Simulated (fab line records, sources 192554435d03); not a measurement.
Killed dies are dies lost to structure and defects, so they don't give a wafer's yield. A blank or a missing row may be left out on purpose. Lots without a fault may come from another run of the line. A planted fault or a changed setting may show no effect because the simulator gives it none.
Which tool did it? | flow n5_finfet | 9 lots, 25 wafers sampled, at 5 steps of a route of 1938

WHAT THE GAUGES READ, wafer by wafer
N5_BEOL_M4_RC_MEAS_101. Usual: DIBL_N 36.0 mV/V, standard deviation 2.5; DIBL_P 36.7 mV/V, standard deviation 3; IOFF_N 0.16 nA/um, standard deviation 0.043; IOFF_P 0.21 nA/um, standard deviation 0.049; ION_N 673 uA/um, standard deviation 15; ION_P 461 uA/um, standard deviation 9.8; SS_N 71.5 mV/dec, standard deviation 0.83; SS_P 73.4 mV/dec, standard deviation 0.83; VT_N 250 mV, standard deviation 4; VT_P -251 mV, standard deviation 4.
lot  | measured     | on        | DIBL_N (mV/V)  | DIBL_P (mV/V)  | IOFF_N (nA/um) | IOFF_P (nA/um) | ION_N (uA/um) | ION_P (uA/um) | SS_N (mV/dec)  | SS_P (mV/dec)  | VT_N (mV)   | VT_P (mV)      | flag
L819 | day 7 16:49  | prober-02 | 41.7 36.4 36.7 | 41.5 34.4 34.5 | 0.27 0.14 0.15 | 0.30 0.17 0.18 | 687 663 664   | 465 449 449   | 73.2 71.2 71.7 | 75.1 73.3 74.0 | 244 255 255 | -247 -257 -255 |
L820 | day 8 12:34  | prober-02 | 36.6 38.3 34.3 | 37.3 38.7 34.4 | 0.18 0.20 0.13 | 0.19 0.22 0.16 | 697 686 676   | 468 459 463   | 71.9 72.2 70.9 | 74.1 74.5 73.0 | 248 247 254 | -254 -251 -255 |
L821 | day 8 17:45  | prober-02 | 40.0 35.5 40.0 | 40.1 35.4 41.3 | 0.22 0.14 0.24 | 0.28 0.20 0.32 | 691 664 700   | 467 455 482   | 72.0 71.4 72.0 | 73.9 73.4 73.7 | 243 251 242 | -243 -251 -243 |
L829 | day 11 02:02 | prober-02 | 39.5 37.1      | 40.3 36.4      | 0.23 0.19      | 0.28 0.21      | 685 678       | 460 457       | 72.8 71.6      | 74.4 73.3      | 245 247     | -247 -253      |
L831 | day 10 23:24 | prober-01 | 38.9 36.2      | 38.3 35.1      | 0.19 0.14      | 0.23 0.18      | 687 654       | 462 446       | 72.6 72.4      | 74.1 73.5      | 248 253     | -250 -251      |
L833 | day 12 02:37 | prober-01 | 34.7 38.4 35.1 | 34.9 39.5 35.9 | 0.14 0.21 0.15 | 0.19 0.27 0.21 | 677 684 670   | 466 469 459   | 70.6 72.1 71.5 | 73.5 74.4 72.9 | 251 246 252 | -250 -248 -253 |
L837 | day 13 00:16 | prober-02 | 33.7 35.5 37.5 | 35.3 37.1 38.7 | 0.12 0.15 0.17 | 0.17 0.19 0.20 | 674 679 666   | 458 461 445   | 71.4 71.3 72.2 | 72.8 73.7 74.1 | 255 250 253 | -256 -253 -252 |
L838 | day 13 08:08 | prober-01 | 37.2 33.4 34.2 | 38.7 33.9 34.3 | 0.19 0.13 0.15 | 0.26 0.19 0.20 | 677 662 682   | 464 463 472   | 71.9 70.9 71.5 | 73.6 72.9 72.6 | 248 253 246 | -248 -250 -249 |
L841 | day 14 13:20 | prober-01 | 35.6 37.2 35.3 | 36.6 38.3 36.1 | 0.14 0.17 0.13 | 0.17 0.19 0.16 | 672 683 650   | 454 463 445   | 71.1 71.8 70.9 | 72.9 73.6 73.2 | 252 251 254 | -256 -254 -258 |

WHICH TOOL RAN EACH LOT (tool, then ch and the chambers of the sampled wafers, then the start)
lot  | N5_HKMG_FIN_HK_ALD_01           | N5_HKMG_FIN_ALD_74              | N5_HKMG_FIN_DESCUM_53             | N5_HKMG_FIN_ETCH_54
L819 | ald_hk-03 ch 1,2, day 4 06:08   | ald_hk-02 ch 0,1,3, day 4 06:39 | rie_diel-05 ch 0,1,3, day 4 07:49 | rie_diel-05 ch 0,1,3, day 4 07:51
L820 | ald_hk-02 ch 0,1,3, day 4 09:53 | ald_hk-03 ch 0,1, day 4 10:17   | rie_diel-06 ch 2,3, day 4 10:47   | rie_diel-06 ch 2,3, day 4 10:49
L821 | ald_hk-02 ch 1,2,3, day 4 16:08 | ald_hk-01 ch 1,2,3, day 4 16:32 | rie_diel-05 ch 0,1, day 4 17:19   | rie_diel-05 ch 0,1, day 4 17:22
L829 | ald_hk-03 ch 0,2, day 6 17:40   | ald_hk-02 ch 3, day 6 18:04     | rie_diel-05 ch 0, day 6 18:34     | rie_diel-05 ch 0, day 6 18:36
L831 | ald_hk-02 ch 0,1, day 7 03:39   | ald_hk-01 ch 1,3, day 7 04:20   | rie_diel-05 ch 0,1, day 7 04:50   | rie_diel-05 ch 0,1, day 7 04:52
L833 | ald_hk-02 ch 0,1, day 7 18:52   | ald_hk-01 ch 0,3, day 7 19:51   | rie_diel-05 ch 0,2, day 7 20:29   | rie_diel-05 ch 0,2, day 7 20:31
L837 | ald_hk-03 ch 1,3, day 8 19:14   | ald_hk-02 ch 1,2, day 8 19:41   | rie_diel-04 ch 0,1, day 8 20:25   | rie_diel-04 ch 0,1, day 8 20:27
L838 | ald_hk-02 ch 1,2, day 9 01:55   | ald_hk-01 ch 1,2, day 9 02:23   | rie_diel-04 ch 0,1, day 9 02:55   | rie_diel-04 ch 0,1, day 9 02:57
L841 | ald_hk-02 ch 2,3, day 9 19:41   | ald_hk-01 ch 0,2,3, day 9 20:14 | rie_diel-04 ch 1,2,3, day 9 22:01 | rie_diel-04 ch 1,2,3, day 9 22:03
- N5_HKMG_FIN_HK_ALD_01: deposits HfO2, target thk 1.6 nm, pulse time 3 s, purge time 3 s.
- N5_HKMG_FIN_ALD_74: deposits La2O3, target thk 0.5 nm, pulse time 6 s, co reactant pulse time 1 s.
- N5_HKMG_FIN_DESCUM_53: chemistry O2, time 7.9 s.
- N5_HKMG_FIN_ETCH_54: etches SiARC in CF4, target depth 45.5 nm, time 75.8 s.

WHAT THE TOOLS THEMSELVES READ (means of the sampled wafers that have a number; where no wafer has one, the mark that the record gives instead)
N5_HKMG_FIN_HK_ALD_01. Usual: precursor_pulse_height_rel 0.999, standard deviation 0.02.
lot  | tool      | precursor_pulse_height_rel | flag
L819 | ald_hk-03 | 1.004                      |
L820 | ald_hk-02 | 1.014                      |
L821 | ald_hk-02 | 1.005                      |
L829 | ald_hk-03 | 0.982                      |
L831 | ald_hk-02 | 0.990                      |
L833 | ald_hk-02 | 1.008                      |
L837 | ald_hk-03 | 1.003                      |
L838 | ald_hk-02 | 1.017                      |
L841 | ald_hk-02 | 1.012                      |

N5_HKMG_FIN_ALD_74. Usual: heater_power_outer_w 185 W, standard deviation 13; heater_power_w 344 W, standard deviation 30; precursor_pulse_height_rel 1.002, standard deviation 0.02.
lot  | tool      | heater_power_outer_w (W) | heater_power_w (W) | precursor_pulse_height_rel | flag
L819 | ald_hk-02 | 174                      | 334                | 0.996                      |
L820 | ald_hk-03 | 169                      | 320                | 1.007                      |
L821 | ald_hk-01 | 186                      | 341                | 0.990                      |
L829 | ald_hk-02 | 190                      | 393                | 1.009                      |
L831 | ald_hk-01 | 184                      | 336                | 0.976                      |
L833 | ald_hk-01 | 183                      | 331                | 0.998                      |
L837 | ald_hk-02 | 199                      | 375                | 0.986                      |
L838 | ald_hk-01 | 180                      | 340                | 0.994                      |
L841 | ald_hk-01 | 186                      | 335                | 1.010                      |

N5_HKMG_FIN_DESCUM_53. Usual: drypump_motor_current_A 5.8 A, standard deviation 0.46; oes_product_au 0.76 a.u., standard deviation 0.089; rf_vpp_V 242.6 V, standard deviation 1.2; showerhead_plenum_p_Torr 2.06 Torr, standard deviation 0.059; throttle_valve_pct 20.4 %, standard deviation 0.31.
lot  | tool        | drypump_motor_current_A (A) | oes_product_au (a.u.) | rf_vpp_V (V) | showerhead_plenum_p_Torr (Torr) | throttle_valve_pct (%) | flag
L819 | rie_diel-05 | 5.8                         | 0.78                  | 242.3        | 2.05                            | 20.5                   |
L820 | rie_diel-06 | 6.1                         | 0.86                  | 241.9        | 2.02                            | 20.2                   |
L821 | rie_diel-05 | 5.8                         | 0.79                  | 241.6        | 2.04                            | 20.6                   |
L829 | rie_diel-05 | 5.8                         | 0.69                  | 241.9        | 2.01                            | 20.8                   |
L831 | rie_diel-05 | 5.8                         | 0.78                  | 241.9        | 2.04                            | 20.5                   |
L833 | rie_diel-05 | 5.3                         | 0.70                  | 243.9        | 2.11                            | 20.5                   |
L837 | rie_diel-04 | 5.4                         | 0.69                  | 242.2        | 2.00                            | 20.2                   |
L838 | rie_diel-04 | 5.3                         | 0.69                  | 241.6        | 2.00                            | 20.2                   |
L841 | rie_diel-04 | 5.4                         | 0.75                  | 241.9        | 2.07                            | 20.2                   |

N5_HKMG_FIN_ETCH_54. Usual: drypump_motor_current_A 5.8 A, standard deviation 0.46; etch_rf_on_time_s 75.1 s, standard deviation 2.4; oes_product_au 0.66 a.u., standard deviation 0.082; rf_vpp_V 183.6 V, standard deviation 1.1; showerhead_plenum_p_Torr 2.10 Torr, standard deviation 0.067; throttle_valve_pct 15.59 %, standard deviation 0.29.
lot  | tool        | drypump_motor_current_A (A) | etch_rf_on_time_s (s) | oes_product_au (a.u.) | rf_vpp_V (V) | showerhead_plenum_p_Torr (Torr) | throttle_valve_pct (%) | flag
L819 | rie_diel-05 | 5.8                         | 75.0                  | 0.67                  | 183.2        | 2.09                            | 15.62                  |
L820 | rie_diel-06 | 6.2                         | 71.9                  | 0.77                  | 183.4        | 2.06                            | 15.37                  |
L821 | rie_diel-05 | 5.8                         | 74.8                  | 0.67                  | 183.0        | 2.06                            | 15.60                  |
L829 | rie_diel-05 | 5.7                         | 83.6                  | 0.56                  | 183.4        | 2.04                            | 15.84                  | OFF
L831 | rie_diel-05 | 5.9                         | 83.8                  | 0.63                  | 183.4        | 2.06                            | 15.52                  | OFF
L833 | rie_diel-05 | 5.3                         | 82.5                  | 0.58                  | 184.0        | 2.16                            | 15.70                  | OFF
L837 | rie_diel-04 | 5.3                         | 76.6                  | 0.60                  | 181.9        | 2.04                            | 15.45                  |
L838 | rie_diel-04 | 5.4                         | 76.7                  | 0.60                  | 182.7        | 2.04                            | 15.47                  |
L841 | rie_diel-04 | 5.5                         | 76.6                  | 0.65                  | 183.4        | 2.11                            | 15.44                  |

THE ANSWER, worked out from the rows above alone
Rule: a lot is off if the mean of its wafers that have a number lies more than 3 standard deviations from the usual mean. A lot without any number at a reading at which 4 lots or more have one is off too. The other lots that the step has rows for count as sound. The gauges are gone through in route order, then the tools' own readings, and for those a lot's mean is taken as printed above. The first step at which some lot is off is used, and at that step the reading that is off furthest; a lot without a number counts as furthest.
Off: L829, L831, L833, at N5_HKMG_FIN_ETCH_54 (etch_rf_on_time_s).
A tool fits if, at that step or a process step before it, it ran every lot that is off, and no sound lot after the first of them. One fits: rie_diel-05 at N5_HKMG_FIN_DESCUM_53 and N5_HKMG_FIN_ETCH_54. At N5_HKMG_FIN_DESCUM_53 its last sound lot is L821 (day 4 17:19), its first lot that is off L829 (day 6 18:34): a fault that began between those two fits.

WHAT THE SIMULATOR HAD PUT IN
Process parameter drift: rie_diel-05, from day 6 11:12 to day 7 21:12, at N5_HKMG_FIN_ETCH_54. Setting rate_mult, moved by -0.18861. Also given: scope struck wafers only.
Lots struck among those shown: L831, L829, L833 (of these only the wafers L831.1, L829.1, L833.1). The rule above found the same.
